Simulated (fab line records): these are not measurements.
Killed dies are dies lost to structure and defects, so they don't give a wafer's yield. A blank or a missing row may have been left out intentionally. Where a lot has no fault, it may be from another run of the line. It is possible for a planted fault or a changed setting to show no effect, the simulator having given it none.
Struck lot and sound lot, side by side ; flow nandHarc ; 14 steps out of a route of 1302
Sound: these wafers, L616.1, L616.5, L616.6. Struck: wafer L621.3 (L621.1, L621.2, from the same lot, were not struck and are left out); the cause is given at the end.
Per side, at each step with rows, come the tool, then ch with its chambers, and then its first start. Under that, the readings that differ: sound wafers ; struck wafers ; difference of the means ; sigmas: that difference in standard deviations of wafers without a fault.
alike: readings whose means differ by less than 2 such deviations, and words and numbers that are the same on both sides. not compared: withheld readings, readings that some wafer has no value for, bounds like >300 that may hide the same value, and numbers for which the record gives no deviation and whose values overlap.
A row with sigmas, a row that says differs or no value, or rows on one side alone: a step with any of these is where the two part. Non-overlapping numbers with no deviation appear without sigmas and do not part them. Lack of a reading on every wafer of one side parts them only where that side has two or more wafers.

NHARC_THIN_TSV_DEP_43: deposits SiO2, target thk 1328.5 nm.
  sound on pecvd-02 ch 0,1, day 28 00:04; struck on pecvd-02 ch 0, day 30 01:29
  alike: throttleValvePct
then, 8 steps without rows for these wafers: NHARC_THIN_TSV_DEHYDRATE_04 (time 120 s); NHARC_THIN_TSV_HMDS_05 (time 30 s); NHARC_THIN_TSV_COAT_06; NHARC_THIN_TSV_SOFTBAKE_07 (time 95 s); NHARC_THIN_TSV_EBR_08; NHARC_THIN_TSV_EXPOSE_09 (exposes mask TSV); NHARC_THIN_TSV_PEB_10 (peb time 85 s); NHARC_THIN_TSV_DEVELOP_11 (time 70 s).
NHARC_THIN_TSV_CD_MEAS_12: target cd 1000 nm.
  sound on cdSem-01 ch 0, day 28 00:46; struck on cdSem-03 ch 0, day 30 02:11
  alike: cdNm
then, 1 step without rows for these wafers: NHARC_THIN_TSV_HARDBAKE_13 (time 80 s).
NHARC_THIN_TSV_DESCUM_14: chemistry O2, time 3 s.
  sound on rieDiel-09 ch 1,2,3, day 28 00:56; struck on rieDiel-04 ch 1, day 30 02:21
  alike: drypumpMotorCurrentA, oesProductAu, rfVppV, showerheadPlenumPTorr, throttleValvePct
  not compared: rfHoursCounterH
NHARC_THIN_TSV_ETCH_44: etches the open film in CF4/O2, target depth 1594.2 nm, time 797.1 s.
  sound on rieDiel-09 ch 1,2,3, day 28 01:07; struck on rieDiel-04 ch 0, day 30 02:26
reading;sound;struck;difference;sigmas
oesProductAu (a.u.);0.999 0.980 0.995;1.027;+0.036;+4
runLengthS (s);819.0 818.7 817.9;625.0;-193.5;-99 or more
  alike: cf4FlowSccm, drypumpMotorCurrentA, rfVppV, showerheadPlenumPTorr, throttleValvePct
  not compared: rfHoursCounterH
NHARC_THIN_TSV_ETCH_15: target depth 3000 nm, bosch target overetch cycles 2, bosch etch step 2.8 s.
  sound on rieSi-06 ch 0,1, day 28 01:35; struck on rieSi-06 ch 0, day 30 03:01
  alike: drypumpMotorCurrentA
  not compared: rfHoursCounterH

## WHERE THEY PART
At NHARC_THIN_TSV_ETCH_44 and nowhere else, as far as this record goes. Later steps at which nothing parts them and some readings are alike: NHARC_THIN_TSV_ETCH_15.

WHY: what the simulator had put in
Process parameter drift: rieDiel-04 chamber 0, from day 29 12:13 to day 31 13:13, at NHARC_THIN_TSV_ETCH_44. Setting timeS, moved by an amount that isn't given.
